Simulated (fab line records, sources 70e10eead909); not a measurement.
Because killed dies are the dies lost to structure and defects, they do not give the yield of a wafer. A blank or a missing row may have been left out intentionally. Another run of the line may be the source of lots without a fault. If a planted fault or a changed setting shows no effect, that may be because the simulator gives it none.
Chamber matching || flow nandHarc || NHARC_A_CONTACT_ETCH_91 on rieDiel-12 has 4 sister chambers
The step etches the open film in CH3F/O2, target depth 40 nm, time 85.7 s. 18 wafers are shown with their chamber, then 9 later ones without.

## WAFERS, EACH WITH ITS CHAMBER
{"wafer": "L610.2", "chamber": 1, "showerheadPlenumPTorr (Torr)": 2.49, "rfVppV (V)": 246.1, "ch3fFlowSccm (sccm)": 49.81}
{"wafer": "L610.4", "chamber": 3, "showerheadPlenumPTorr (Torr)": 2.57, "rfVppV (V)": 245.2, "ch3fFlowSccm (sccm)": 49.90}
{"wafer": "L610.5", "chamber": 0, "showerheadPlenumPTorr (Torr)": 2.65, "rfVppV (V)": 248.1, "ch3fFlowSccm (sccm)": 50.05}
{"wafer": "L619.3", "chamber": 2, "showerheadPlenumPTorr (Torr)": 2.59, "rfVppV (V)": 246.9, "ch3fFlowSccm (sccm)": 50.01}
{"wafer": "L619.4", "chamber": 0, "showerheadPlenumPTorr (Torr)": 2.65, "rfVppV (V)": 247.1, "ch3fFlowSccm (sccm)": 50.05}
{"wafer": "L619.6", "chamber": 1, "showerheadPlenumPTorr (Torr)": 2.48, "rfVppV (V)": 245.5, "ch3fFlowSccm (sccm)": 49.88}
{"wafer": "L618.1", "chamber": 0, "showerheadPlenumPTorr (Torr)": 2.65, "rfVppV (V)": 247.0, "ch3fFlowSccm (sccm)": 49.94}
{"wafer": "L618.2", "chamber": 2, "showerheadPlenumPTorr (Torr)": 2.59, "rfVppV (V)": 247.8, "ch3fFlowSccm (sccm)": 50.04}
{"wafer": "L618.4", "chamber": 3, "showerheadPlenumPTorr (Torr)": 2.57, "rfVppV (V)": 246.1, "ch3fFlowSccm (sccm)": 50.26}
{"wafer": "L622.2", "chamber": 0, "showerheadPlenumPTorr (Torr)": 2.65, "rfVppV (V)": 246.1, "ch3fFlowSccm (sccm)": 49.95}
{"wafer": "L622.4", "chamber": 3, "showerheadPlenumPTorr (Torr)": 2.57, "rfVppV (V)": 245.7, "ch3fFlowSccm (sccm)": 49.95}
{"wafer": "L622.5", "chamber": 0, "showerheadPlenumPTorr (Torr)": 2.65, "rfVppV (V)": 246.0, "ch3fFlowSccm (sccm)": 50.14}
{"wafer": "L623.3", "chamber": 2, "showerheadPlenumPTorr (Torr)": 2.59, "rfVppV (V)": 245.7, "ch3fFlowSccm (sccm)": 50.05}
{"wafer": "L623.4", "chamber": 0, "showerheadPlenumPTorr (Torr)": 2.65, "rfVppV (V)": 248.3, "ch3fFlowSccm (sccm)": 49.78}
{"wafer": "L623.5", "chamber": 1, "showerheadPlenumPTorr (Torr)": 2.48, "rfVppV (V)": 243.7, "ch3fFlowSccm (sccm)": 49.72}
{"wafer": "L624.1", "chamber": 1, "showerheadPlenumPTorr (Torr)": 2.48, "rfVppV (V)": 244.1, "ch3fFlowSccm (sccm)": 49.80}
{"wafer": "L624.5", "chamber": 2, "showerheadPlenumPTorr (Torr)": 2.59, "rfVppV (V)": 246.9, "ch3fFlowSccm (sccm)": 49.95}
{"wafer": "L624.6", "chamber": 1, "showerheadPlenumPTorr (Torr)": 2.48, "rfVppV (V)": 244.1, "ch3fFlowSccm (sccm)": 49.84}

SIGNATURES (averages over the wafers above)
{"reading": "showerheadPlenumPTorr", "chamber 0": 2.6500, "chamber 1": 2.4820, "chamber 2": 2.5900, "chamber 3": 2.5700, "scatter within a chamber": 0.00239}
{"reading": "rfVppV", "chamber 0": 247.100, "chamber 1": 244.700, "chamber 2": 246.825, "chamber 3": 245.667, "scatter within a chamber": 0.911}
{"reading": "ch3fFlowSccm", "chamber 0": 49.9850, "chamber 1": 49.8100, "chamber 2": 50.0125, "chamber 3": 50.0367, "scatter within a chamber": 0.111}
Rule: a wafer's distance from a chamber is the root of the sum, over the readings, of the square of ((its reading less the chamber's mean) divided by the reading's scatter). If the next closest chamber is less than 2 further off than the closest, the wafer can't be placed; otherwise it belongs to the closest. The scatter: take each reading less its chamber's mean, square it, sum over the shown wafers, divide by the number of wafers less the number of chambers, and take the root.

## WAFERS WITH NO CHAMBER GIVEN
{"wafer": "L627.1", "showerheadPlenumPTorr (Torr)": 2.58, "rfVppV (V)": 246.8, "ch3fFlowSccm (sccm)": 50.26}
{"wafer": "L627.2", "showerheadPlenumPTorr (Torr)": 2.48, "rfVppV (V)": 243.6, "ch3fFlowSccm (sccm)": 50.02}
{"wafer": "L627.4", "showerheadPlenumPTorr (Torr)": 2.56, "rfVppV (V)": 244.6, "ch3fFlowSccm (sccm)": 49.81}
{"wafer": "L630.4", "showerheadPlenumPTorr (Torr)": 2.64, "rfVppV (V)": 247.5, "ch3fFlowSccm (sccm)": 50.19}
{"wafer": "L630.5", "showerheadPlenumPTorr (Torr)": 2.58, "rfVppV (V)": 245.3, "ch3fFlowSccm (sccm)": 49.91}
{"wafer": "L630.6", "showerheadPlenumPTorr (Torr)": 2.56, "rfVppV (V)": 245.5, "ch3fFlowSccm (sccm)": 49.84}
{"wafer": "L631.3", "showerheadPlenumPTorr (Torr)": 2.64, "rfVppV (V)": 247.0, "ch3fFlowSccm (sccm)": 49.88}
{"wafer": "L631.5", "showerheadPlenumPTorr (Torr)": 2.64, "rfVppV (V)": 246.8, "ch3fFlowSccm (sccm)": 50.02}
{"wafer": "L631.6", "showerheadPlenumPTorr (Torr)": 2.47, "rfVppV (V)": 246.9, "ch3fFlowSccm (sccm)": 50.09}

## CHAMBER TAKEN BY EACH
{"wafer": "L627.1", "from the rows above": "can't be placed: 2 or 3", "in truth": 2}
{"wafer": "L627.2", "from the rows above": 1, "in truth": 1}
{"wafer": "L627.4", "from the rows above": 3, "in truth": 3}
{"wafer": "L630.4", "from the rows above": 0, "in truth": 0}
{"wafer": "L630.5", "from the rows above": "can't be placed: 3 or 2", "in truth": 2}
{"wafer": "L630.6", "from the rows above": 3, "in truth": 3}
{"wafer": "L631.3", "from the rows above": 0, "in truth": 0}
{"wafer": "L631.5", "from the rows above": 0, "in truth": 0}
{"wafer": "L631.6", "from the rows above": 1, "in truth": 1}
Correct placement for 7 of the 9. Cannot be placed on the basis of these rows: 2; the candidates contain the true chamber in 2. Wrongly placed: 0.
